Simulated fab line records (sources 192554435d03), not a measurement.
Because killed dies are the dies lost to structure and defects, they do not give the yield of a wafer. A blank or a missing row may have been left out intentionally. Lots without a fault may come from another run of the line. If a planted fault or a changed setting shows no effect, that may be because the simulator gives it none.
Which tool is to blame? ; flow n5 finfet ; 7 lots, 20 wafers sampled, at 8 steps of a route of 1938

== WHAT THE GAUGES READ, wafer by wafer ==
N5_BEOL_M13_CD_MEAS_10 targets a cd of 190 nm. Usual: cd nm at 190.7 nm, with a standard deviation of 1.6.
lot;measured;on;cd nm (nm);flag
L472;day 12 17:00;cd sem-01;189.4 190.6 191.6;
L473;day 13 23:02;cd sem-01;190.6 190.1 191.8;
L477;day 14 07:59;cd sem-02;189.6 189.5 192.1;
L479;day 15 03:38;cd sem-03;192.4 190.8 191.2;
L486;day 17 09:49;cd sem-01;190.6 189.3;
L493;day 18 14:10;cd sem-02;188.2 190.2 188.3;
L492;day 18 15:59;cd sem-02;187.9 189.7 190.8;

N5_BEOL_M13_CD_MEAS_28 targets a cd of 209.5 nm. Usual: cd nm at 209.7 nm, with a standard deviation of 1.3.
lot;measured;on;cd nm (nm);flag
L472;day 12 17:57;cd sem-03;207.6 209.2 209.6;
L473;day 13 23:59;cd sem-02;209.9 209.1 212.1;
L477;day 14 08:56;cd sem-03;211.7 209.6 210.5;
L479;day 15 04:49;cd sem-01;209.2 207.0 207.1;
L486;day 17 10:46;cd sem-03;209.3 207.0;
L493;day 18 15:07;cd sem-03;210.2 213.5 210.6;
L492;day 18 17:04;cd sem-02;208.6 207.5 208.0;

N5_BEOL_M13_OCD_MEAS_35. Usual: trench depth nm at 411 nm, with a standard deviation of 5.9.
lot;measured;on;trench depth nm (nm);flag
L472;day 12 18:49;ocd-02;405 422 406;
L473;day 14 00:47;ocd-01;403 407 404;
L477;day 14 09:49;ocd-02;407 399 407;
L479;day 15 05:29;ocd-02;414 412 406;
L486;day 17 11:41;ocd-01;603 410;OFF
L493;day 18 15:47;ocd-02;417 418 423;
L492;day 18 17:43;ocd-02;422 418 412;

N5_BEOL_M13_THK_MEAS_50: measures by xrf. Usual: M13_THK typically reads 418 nm, with standard deviation 7.
lot;measured;on;M13_THK (nm);flag
L472;day 12 20:33;film metro-02;416 429 414;
L473;day 14 02:16;film metro-02;407 409 405;
L477;day 14 13:17;film metro-01;413 408 413;
L479;day 15 08:36;film metro-01;424 420 418;
L486;day 17 17:16;film metro-01;619 423;OFF
L493;day 18 18:17;film metro-02;418 418 424;
L492;day 18 23:30;film metro-02;426 423 420;

N5_BEOL_M13_RS_MEAS_54: uses a four-point probe to measure. Usual: M13_RS typically reads 0.0452 ohm/sq, with standard deviation 0.00064.
lot;measured;on;M13_RS (ohm/sq);flag
L472;day 12 20:41;film metro-02;0.0456 0.0441 0.0457;
L473;day 14 02:23;film metro-02;0.0461 0.0455 0.0459;
L477;day 14 13:25;film metro-02;0.0457 0.0465 0.0456;
L479;day 15 08:44;film metro-02;0.0450 0.0450 0.0458;
L486;day 17 17:25;film metro-01;0.0306 0.0453;OFF
L493;day 18 18:25;film metro-02;0.0448 0.0446 0.0438;
L492;day 18 23:38;film metro-02;0.0441 0.0444 0.0449;

N5_BEOL_M15_RC_MEAS_101. Usual: COMB_M10 1.5e-11 S/m, standard deviation 3.7e-12; COMB_M10_max_site 2.2e-11 S/m, standard deviation 6e-12; COMB_M11 1.4e-11 S/m, standard deviation 3e-12; COMB_M12 6.2e-12 S/m, standard deviation 1.4e-12; COMB_M14 3.6e-12 S/m, standard deviation 8.2e-13; COMB_M14_max_site 5.2e-12 S/m, standard deviation 1.3e-12; COMB_M15 2.7e-12 S/m, standard deviation 7.1e-13; COMB_M15_max_site 3.8e-12 S/m, standard deviation 9.9e-13; COMB_M5 3.9e-11 S/m, standard deviation 8.6e-12; COMB_M6 2.5e-11 S/m, standard deviation 5.7e-12; COMB_M7 2.6e-11 S/m, standard deviation 5.5e-12; COMB_M8 2.6e-11 S/m, standard deviation 5.4e-12; COMB_M9 1.43e-11 S/m, standard deviation 3e-12; SERP_M10 3.11 ohm/um, standard deviation 0.083; SERP_M11 3.07 ohm/um, standard deviation 0.073; SERP_M12 0.643 ohm/um, standard deviation 0.02; SERP_M13 0.310 ohm/um, standard deviation 0.0051; SERP_M13_max_site 0.314 ohm/um, standard deviation 0.0054; SERP_M14 0.163 ohm/um, standard deviation 0.0032; SERP_M5 38.7 ohm/um, standard deviation 1.9; SERP_M6 14.0 ohm/um, standard deviation 0.66; SERP_M7 13.8 ohm/um, standard deviation 0.55; SERP_M8 14.3 ohm/um, standard deviation 0.52; SERP_M9 3.05 ohm/um, standard deviation 0.079.
lot;measured;on;COMB_M10 (S/m);COMB_M10_max_site (S/m);COMB_M11 (S/m);COMB_M12 (S/m);COMB_M14 (S/m);COMB_M14_max_site (S/m);COMB_M15 (S/m);COMB_M15_max_site (S/m);COMB_M5 (S/m);COMB_M6 (S/m);COMB_M7 (S/m);COMB_M8 (S/m);COMB_M9 (S/m);SERP_M10 (ohm/um);SERP_M11 (ohm/um);SERP_M12 (ohm/um);SERP_M13 (ohm/um);SERP_M13_max_site (ohm/um);SERP_M14 (ohm/um);SERP_M5 (ohm/um);SERP_M6 (ohm/um);SERP_M7 (ohm/um);SERP_M8 (ohm/um);SERP_M9 (ohm/um);flag
L472;day 13 06:10;prober-01;1.6e-11 1.4e-11 2e-11;2.3e-11 1.8e-11 3.3e-11;1.6e-11 1.3e-11 1.5e-11;5.8e-12 7.5e-12 8.4e-12;3.2e-12 3.4e-12 3.2e-12;4.8e-12 4.6e-12 5.1e-12;4e-12 3.8e-12 3.2e-12;5.3e-12 5.7e-12 4.2e-12;2.8e-11 5.1e-11 4.4e-11;2.1e-11 2.4e-11 2.2e-11;2.9e-11 2.8e-11 2.3e-11;2.5e-11 3.7e-11 3.2e-11;1.55e-11 1.26e-11 1.46e-11;3.20 3.13 2.92;2.99 3.03 3.09;0.677 0.666 0.632;0.313 0.305 0.312;0.317 0.308 0.315;0.168 0.168 0.169;38.1 41.3 40.0;13.2 13.6 13.4;13.6 13.7 13.3;14.5 14.4 14.4;2.99 2.95 3.02;
L473;day 14 13:43;prober-01;1.4e-11 1.8e-11 2e-11;1.7e-11 2.3e-11 3.4e-11;1.5e-11 1.9e-11 2.2e-11;6.9e-12 7.4e-12 7.1e-12;5.3e-12 5.4e-12 6e-12;6.9e-12 7.6e-12 7.1e-12;3.3e-12 3.8e-12 3.1e-12;4.8e-12 4.8e-12 4e-12;4.2e-11 5.3e-11 4.3e-11;2.4e-11 2.4e-11 2.8e-11;2.9e-11 2.7e-11 2.3e-11;2.3e-11 2.8e-11 2.4e-11;1.41e-11 1.79e-11 1.38e-11;3.07 3.24 3.19;3.07 3.02 2.97;0.644 0.675 0.657;0.315 0.314 0.309;0.319 0.315 0.311;0.158 0.162 0.160;35.6 38.5 37.9;13.6 14.3 13.5;13.5 14.2 13.8;15.0 14.1 14.6;3.03 3.14 2.95;
L477;day 15 01:26;prober-02;1.2e-11 1.2e-11 1e-11;1.6e-11 1.9e-11 1.4e-11;1e-11 1.2e-11 1.9e-11;5.6e-12 6.6e-12 7.1e-12;3.6e-12 3.3e-12 3.6e-12;4.3e-12 5.4e-12 4.9e-12;3.9e-12 1.8e-12 2.7e-12;5.1e-12 3.1e-12 3.1e-12;3.9e-11 4.5e-11 6e-11;2.1e-11 1.9e-11 2.4e-11;3e-11 2.8e-11 2.9e-11;2.8e-11 3.6e-11 2.9e-11;1.68e-11 1.32e-11 1.9e-11;3.09 3.13 3.13;3.12 3.15 3.11;0.633 0.628 0.667;0.307 0.325 0.312;0.310 0.328 0.314;0.169 0.160 0.159;36.1 36.2 39.2;13.2 13.7 13.7;14.4 13.4 14.5;14.3 13.9 14.1;3.01 3.05 2.98;
L479;day 16 02:10;prober-02;1.6e-11 1.6e-11 1.3e-11;2.2e-11 2.6e-11 1.5e-11;2.1e-11 1.8e-11 1.3e-11;6.8e-12 8e-12 7.1e-12;3.4e-12 3.7e-12 4.6e-12;5.6e-12 4.6e-12 6.9e-12;1.8e-12 1.8e-12 1.9e-12;3.3e-12 3.6e-12 2.7e-12;2.5e-11 3.6e-11 3.2e-11;1.9e-11 1.8e-11 3.4e-11;2.6e-11 3e-11 2.3e-11;2.3e-11 2.5e-11 2.4e-11;1.21e-11 9.2e-12 1.18e-11;3.11 3.24 3.11;3.15 3.17 3.11;0.651 0.604 0.652;0.312 0.315 0.324;0.313 0.318 0.327;0.162 0.164 0.164;37.1 37.8 38.6;13.9 13.8 14.4;12.9 13.5 13.9;14.0 14.9 13.8;3.04 3.02 3.06;
L486;day 18 05:54;prober-02;9e-12 1.1e-11;1.5e-11 1.8e-11;1.3e-11 1.2e-11;4.4e-12 5.2e-12;3.6e-12 2.5e-12;4.6e-12 4e-12;1.9e-12 1.7e-12;3.4e-12 2.4e-12;5e-11 3.7e-11;3e-11 2.9e-11;3.2e-11 2.2e-11;2.8e-11 2.9e-11;1.24e-11 1.27e-11;3.30 3.24;3.14 2.97;0.659 0.684;0.207 0.317;0.209 0.321;0.160 0.159;41.0 37.8;14.0 13.8;13.9 14.3;14.5 14.2;3.00 2.99;OFF
L493;day 19 05:58;prober-01;1.5e-11 1.9e-11 1.7e-11;2e-11 2.4e-11 2.2e-11;1.3e-11 1.5e-11 1.1e-11;7.3e-12 1.03e-11 7.1e-12;3.9e-12 3.9e-12 3.7e-12;6.3e-12 4.9e-12 4.3e-12;2.9e-12 3.3e-12 3.6e-12;3.8e-12 4.2e-12 5.2e-12;3.4e-11 3.5e-11 3.4e-11;2.2e-11 2.5e-11 2.6e-11;2.2e-11 2.1e-11 2.3e-11;3.7e-11 2.6e-11 2.7e-11;1.27e-11 1.63e-11 1.69e-11;3.17 3.14 3.07;3.09 3.05 3.05;0.650 0.647 0.644;0.311 0.305 0.300;0.314 0.306 0.304;0.162 0.164 0.164;38.2 39.0 36.7;13.2 13.4 13.4;13.5 14.1 13.9;13.8 13.4 13.7;3.06 3.03 2.97;
L492;day 19 08:52;prober-02;1.6e-11 1.9e-11 9e-12;1.8e-11 2.9e-11 1.1e-11;1.2e-11 1.6e-11 1.1e-11;4.8e-12 3.2e-12 6.1e-12;3.2e-12 2.3e-12 2.8e-12;3.5e-12 3.7e-12 3.5e-12;2.2e-12 1.7e-12 1.9e-12;3.5e-12 2.5e-12 2.5e-12;3.6e-11 2.2e-11 3.1e-11;3.6e-11 1.9e-11 2.5e-11;4.4e-11 2.1e-11 3.6e-11;2.1e-11 2.7e-11 2.6e-11;1.54e-11 1.13e-11 1.78e-11;3.00 3.07 3.16;2.98 3.08 3.12;0.625 0.630 0.680;0.310 0.312 0.314;0.313 0.315 0.317;0.159 0.164 0.160;37.9 38.2 39.6;13.6 13.7 13.7;13.4 13.7 13.6;14.1 13.9 14.5;3.10 3.19 3.06;

== TOOL THAT RAN EACH LOT (tool first, then ch and the chambers of the sampled wafers, then the start) ==
lot;N5_BEOL_M13_TRENCH_ETCH_34;N5_BEOL_M13_SPUTTER_43
L472;rie diel-05 ch 0,3, day 12 18:39;pvd sputter-03, day 12 19:19
L473;rie diel-06 ch 1,2, day 14 00:36;pvd sputter-01, day 14 01:10
L477;rie diel-06 ch 0,3, day 14 09:38;pvd sputter-03, day 14 12:10
L479;rie diel-02 ch 0,1,3, day 15 05:19;pvd sputter-01, day 15 07:34
L486;rie diel-06 ch 1,2, day 17 11:31;pvd sputter-01, day 17 16:14
L493;rie diel-05 ch 1,2,3, day 18 15:37;pvd sputter-01, day 18 17:14
L492;rie diel-02 ch 0,1,3, day 18 17:33;pvd sputter-02, day 18 22:28
- N5_BEOL_M13_TRENCH_ETCH_34: etches SiOC in C4F8/O2/Ar, target depth 413.47 nm, time 162.6 s.
- N5_BEOL_M13_SPUTTER_43: material TaN, target thk 15 nm, time 24.19 s.

== WHAT THE TOOLS THEMSELVES READ (means of the sampled wafers that have a number; where no wafer has one, the mark that the record gives instead) ==
N5_BEOL_M13_TRENCH_ETCH_34. Usual: O2_flow_sccm 8.000 sccm, standard deviation 0.022; bias w 700.1 W, standard deviation 2.3; chamber pressure mTorr 30.002 mTorr, standard deviation 0.026; drypump motor current A 5.8 A, standard deviation 0.47; oes product au 0.79 a.u., standard deviation 0.088; rf vpp V 665 V, standard deviation 4; showerhead plenum p Torr 3.38 Torr, standard deviation 0.14; throttle valve pct 24.34 %, standard deviation 0.3.
lot;tool;O2_flow_sccm (sccm);bias w (W);chamber pressure mTorr (mTorr);drypump motor current A (A);oes product au (a.u.);rf vpp V (V);showerhead plenum p Torr (Torr);throttle valve pct (%);flag
L472;rie diel-05;7.998;698.7;29.988;5.4;0.76;664;3.36;24.01;
L473;rie diel-06;8.007;701.8;30.001;6.2;0.80;666;3.43;24.40;
L477;rie diel-06;7.998;702.5;30.000;5.5;0.71;659;3.17;24.49;
L479;rie diel-02;7.999;700.8;29.987;6.0;0.83;668;3.50;24.11;
L486;rie diel-06;7.998;700.8;29.976;6.3;0.86;666;3.40;24.50;
L493;rie diel-05;7.989;701.1;30.020;5.6;0.84;666;3.45;24.15;
L492;rie diel-02;7.988;699.4;30.011;6.0;0.81;667;3.49;24.13;

N5_BEOL_M13_SPUTTER_43. Usual: cathode dc power W 15000 W, standard deviation 2.6; substrate temp c 50.01 C, standard deviation 0.11; throttle valve pct 29.9 %, standard deviation 1.1.
lot;tool;cathode dc power W (W);substrate temp c (C);throttle valve pct (%);flag
L472;pvd sputter-03;15001;50.05;29.3;
L473;pvd sputter-01;14999;50.04;29.8;
L477;pvd sputter-03;15002;49.97;30.0;
L479;pvd sputter-01;14999;49.91;29.5;
L486;pvd sputter-01;15002;49.97;30.2;
L493;pvd sputter-01;15000;50.07;28.5;
L492;pvd sputter-02;14999;50.03;30.1;

== THE ANSWER, worked out from the rows above alone ==
Rule: take the mean of a lot's wafers that have a number; if it is more than 3 standard deviations from the usual mean, the lot is off. Also off: a lot with no number at a reading for which 4 or more lots have one. The other lots that the step has rows for count as sound. First the gauges in route order, then the tools' own readings, where a lot's mean is used as printed above. At the first step where some lot is off, the reading lying furthest off is the one used; lots without a number count as furthest.
Off at N5_BEOL_M13_OCD_MEAS_35 (trench depth nm): L486.
A tool fits if, at a process step before that reading, it ran every lot that is off, and no sound lot after the first of them. The gauges at N5_BEOL_M13_OCD_MEAS_35 aren't tried: what is off there is off at N5_BEOL_M13_THK_MEAS_50 too, on other tools, and a gauge's error can't cause that. One fits: rie diel-06 at N5_BEOL_M13_TRENCH_ETCH_34. A fault onset in the window from L477 (day 14 09:38, its last sound lot) to L486 (day 17 11:31, its first lot off) fits.

== WHAT HAD BEEN PUT IN BY THE SIMULATOR ==
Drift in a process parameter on rie diel-06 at N5_BEOL_M13_TRENCH_ETCH_34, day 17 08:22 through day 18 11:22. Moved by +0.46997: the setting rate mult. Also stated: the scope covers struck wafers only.
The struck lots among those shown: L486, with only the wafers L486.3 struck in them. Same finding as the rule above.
